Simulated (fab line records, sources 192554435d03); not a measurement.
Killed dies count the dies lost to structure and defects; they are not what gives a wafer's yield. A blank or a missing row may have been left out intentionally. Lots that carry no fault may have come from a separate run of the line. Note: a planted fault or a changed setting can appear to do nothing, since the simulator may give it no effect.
Problem report in the 8D (eight disciplines) form, filled by code / flow n5_finfet / the parts of the form that need people (team, actions taken, sign-off) are left out

1. THE ISSUE
COMB_M9 at N5_BEOL_M15_RC_MEAS_101 reads a mean of 1.7e-10 S/m on 3 wafers of 2 lots; wafers without a fault read 1.5e-11 S/m with a standard deviation of 3.1e-12. Relative to the usual mean, that is a shift of +50 standard deviations.
Seen first at day 15 11:29 on prober-01, wafer L162.4. The record has a number at this step for 18 wafers belonging to 6 lots. Rule for "out" (also "out of limits"): further than 4 standard deviations from the usual mean. Any other wafer with a number is counted as sound.

2. WHAT IT IS, WHAT IT ISN'T
question=which readings at this step | is=COMB_M9, COMB_M9_max_site | is not=COMB_M10, COMB_M11, COMB_M12, COMB_M13, COMB_M14, COMB_M15, COMB_M5, COMB_M6, COMB_M7, COMB_M8, SERP_M10, SERP_M12, SERP_M13, SERP_M14, SERP_M6, SERP_M7
question=which lots | is=L162, L164 | is not=L152, L158, L170, L172
question=which wafers of those lots | is=L162.4, L164.2, L164.6 | is not=L162.3, L162.5, L164.1
question=read on which gauges | is=prober-01, prober-02 | is not=-
question=when | is=from day 15 11:29 | is not=up to then (8 sound wafers); but 7 sound wafers of L164, L170, L172 came after

3. THE SUSPECTS, EACH WITH WHAT RULES IT OUT
Counting: if a tool at a process step up to the reading ran every lot that is out, it stays a suspect. Sound lots after the first of them don't rule it out here, since some wafers of a struck lot are sound.
- the gauge at N5_BEOL_M15_RC_MEAS_101: ruled out. 2 gauges (prober-01, prober-02) read the wafers that are out.
- ald_metal-01 at N5_BEOL_M9_ALD_74 (deposits TaN, target thk 2 nm, pulse time 2 s, purge time 3 s): kept. It ran every lot that is out, first L162 (day 13 15:11); its last sound lot up to then is L158 (day 12 04:32).
The count leaves ald_metal-01 at N5_BEOL_M9_ALD_74.

4. THE CAUSE (what the simulator had put in)
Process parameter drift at N5_BEOL_M9_ALD_74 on ald_metal-01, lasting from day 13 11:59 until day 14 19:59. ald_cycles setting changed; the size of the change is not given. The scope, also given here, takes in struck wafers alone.
The count eliminated every tool but this one.

5. SEQUENCE OF EFFECTS, ordered by route
One row per reading whose mean, taken over the struck wafers that have a number, lies over 3 standard deviations from the usual. Scope: only readings with a usual standard deviation given in the record; hours: median across lots of the time from each lot's start at the first step in this table that gives one to its start at this step; sigmas: change in usual standard deviations.
hours=0; step=N5_BEOL_M15_RC_MEAS_101; reading=COMB_M9; usual=1.5e-11 S/m; on struck wafers=1.7e-10; change=+1.6e-10; sigmas=+50
hours=0; step=N5_BEOL_M15_RC_MEAS_101; reading=COMB_M9_max_site; usual=2.1e-11 S/m; on struck wafers=2.5e-10; change=+2.3e-10; sigmas=+43
hours=16; step=N5_PASSIVATION_PROBE_49; reading=sort_bin_4_leakage; usual=0.00 %; on struck wafers=0.82; change=+0.82; sigmas=+37
It contains these process steps:
- N5_PASSIVATION_PROBE_49
Readings that are blank on the struck wafers while sound wafers have them: susceptor_temp_C at N5_BEOL_M9_ALD_74.

6. HOW IT WOULD HAVE BEEN CAUGHT EARLIER
48 hours passed between the start of the fault at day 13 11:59 and the first reading out of limits at a measuring or inspecting step in this record, taken at day 15 11:29.
The start of N5_BEOL_M9_ALD_74 on ald_metal-01 came by day 15 11:29 for every one of the lots that are out (2). Had the tool been put on hold then, not one of them would have been saved.
